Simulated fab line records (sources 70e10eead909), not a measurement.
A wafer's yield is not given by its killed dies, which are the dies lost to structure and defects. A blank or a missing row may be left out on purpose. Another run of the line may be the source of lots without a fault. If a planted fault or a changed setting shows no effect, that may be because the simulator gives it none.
A lot that was struck, set against a sound lot	flow nandHarc	15 out of 1159 route steps
Sound: these wafers, L320.3, L320.4, L320.6. Struck: wafer L334.5. (L334.2, L334.4 of the same lot were not struck and are left out.) The cause comes at the end.
Each step with rows lists, per side, the tool, then ch with its chambers, then its first start. Under that, the readings that differ: sound wafers	struck wafers	difference of the means	sigmas: that difference in standard deviations of wafers without a fault.
alike: words and numbers the same on both sides, and readings whose means are apart by under 2 such deviations; not compared: readings that were withheld, readings missing a value for some wafer, numbers with overlapping values and no deviation given by the record, and bounds like >300 which may hide the same value.
Wherever a step has rows on one side only, a row that says differs or no value, or a row with sigmas, the two part there. Numbers that have no deviation but don't overlap get no sigmas and don't part them. Lack of a reading on every wafer of one side parts them only where that side has two or more wafers.

first, 1 step without rows for these wafers: NHARC_A_ONON_D1_DEP_09 (target thk 1000 nm).
NHARC_A_ONON_D1_THK_MEAS_11: measures by ellipsometry.
  struck on filmMetro-02, day 11 12:14; sound on filmMetro-01, day 8 03:23
  alike: thkNm
next comes 1 step that has no rows for these wafers: NHARC_A_ONON_D1_DEP_12 (target thickness 1000 nm).
NHARC_A_ONON_D1_THK_MEAS_14: measures by ellipsometry.
  struck on filmMetro-01, day 11 12:48; sound on filmMetro-01, day 8 03:57
  alike: thkNm
then, 2 steps without rows for these wafers: NHARC_A_ONON_D1_ANNEAL_15 (time 3600 s); NHARC_A_ONON_D1_DEP_16 (target thk 1000 nm).
NHARC_A_ONON_D1_THK_MEAS_18: measures by ellipsometry.
  struck on filmMetro-01, day 11 20:14; sound on filmMetro-02, day 8 12:55
reading	sound	struck	difference	sigmas
thkNm (nm)	1015 1014 1017	987	-28	-3
next comes 1 step that has no rows for these wafers: NHARC_A_ONON_D1_DEP_19 (target thickness 1000 nm).
NHARC_A_ONON_D1_THK_MEAS_21: measures by ellipsometry.
  struck on filmMetro-02, day 11 20:47; sound on filmMetro-01, day 8 13:30
  alike: thkNm
next comes 1 step that has no rows for these wafers: NHARC_A_ONON_D1_DEP_22 (target thickness 1000 nm).
NHARC_A_ONON_D1_THK_MEAS_24: measures by ellipsometry.
  struck on filmMetro-01, day 11 21:21; sound on filmMetro-01, day 8 14:04
  alike: thkNm
NHARC_A_ONON_D1_DEP_25: target thk 1000 nm.
  sound on pecvdOnon-03 ch 0, day 8 14:16; struck on pecvdOnon-02 ch 0, day 11 21:28
NHARC_A_ONON_D1_THK_MEAS_27: measures by ellipsometry.
  struck on filmMetro-02, day 11 21:55; sound on filmMetro-02, day 8 14:40
reading	sound	struck	difference	sigmas
thkNm (nm)	1014 1015 1014	1288	+274	+21
next comes 1 step that has no rows for these wafers: NHARC_A_ONON_D1_DEP_28 (target thickness 1000 nm).
-- record jumps: 12 days between struck wafers' starts before vs after; left off in module A_ONON_D1, resumes in module END, first step shown is number 1159 of the route --
NHARC_END_SORT_01:
  sound on prober-02 ch 0, day 20 06:38; struck on prober-02 ch 0, day 23 17:49
reading	sound	struck	difference	sigmas
killedAtArray	10 14 15	675	+662	+60
killedDies	13 15 17	677	+662	+55
  alike: killedAtOther, killedAtPeriphery, killedOpen, killedShort

== WHERE THEY PART ==
Last at NHARC_END_SORT_01 as far as this record goes, first at NHARC_A_ONON_D1_THK_MEAS_18.

WHY: whatever the simulator had introduced
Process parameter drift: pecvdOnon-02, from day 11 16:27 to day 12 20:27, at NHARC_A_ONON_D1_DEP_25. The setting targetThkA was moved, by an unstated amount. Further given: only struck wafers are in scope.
